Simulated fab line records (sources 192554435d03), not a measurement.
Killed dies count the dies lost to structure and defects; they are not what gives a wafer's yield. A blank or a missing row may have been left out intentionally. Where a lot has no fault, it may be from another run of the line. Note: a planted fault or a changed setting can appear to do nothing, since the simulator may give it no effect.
Chamber matching	flow n5-finfet	N5_BEOL_M0_SAQP_ALD_48 on ald-sin-01 has 4 sister chambers
The step deposits SiO2, target thk 20 nm, pulse time 1 s, co reactant pulse time 1 s. 4 wafers are shown with their chamber, then 9 later ones without.

WAFERS, EACH WITH ITS CHAMBER
wafer	chamber	heater-power-w (W)
L084.6	0	74
L091.1	1	75
L091.4	2	76
L091.6	3	82

WAFERS WITH NO CHAMBER GIVEN
wafer	heater-power-w (W)
L092.2	80
L092.3	75
L092.6	74
L095.1	79
L095.4	74
L095.6	75
L097.1	75
L097.3	78
L097.6	74

WHICH CHAMBER EACH ONE RAN IN
wafer	from the rows above	in truth
L092.2	can't be placed: 3 or 2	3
L092.3	can't be placed: 1 or 0 or 2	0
L092.6	can't be placed: 0 or 1 or 2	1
L095.1	can't be placed: 2 or 3 or 1 or 0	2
L095.4	can't be placed: 0 or 1 or 2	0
L095.6	can't be placed: 1 or 0 or 2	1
L097.1	can't be placed: 1 or 0 or 2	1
L097.3	can't be placed: 2 or 1 or 0 or 3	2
L097.6	can't be placed: 0 or 1 or 2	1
Placed correctly: 0 of 9. These rows do not allow placing 9 (true chamber among the candidates in 9). 0 placed wrongly.
How it was worked out, from the rows above alone: a wafer's distance from a chamber is the root of the sum, over the readings, of the square of ((its reading less the chamber's mean) divided by the reading's scatter). The wafer belongs to the nearest chamber; if the next one is less than 2 further off, it can't be placed. For every chamber, the mean is computed from those of its wafers that are shown. The scatter (one wafer shown for each chamber): square how far every hidden wafer sits from the nearest shown wafer, average those squares and take the square root.
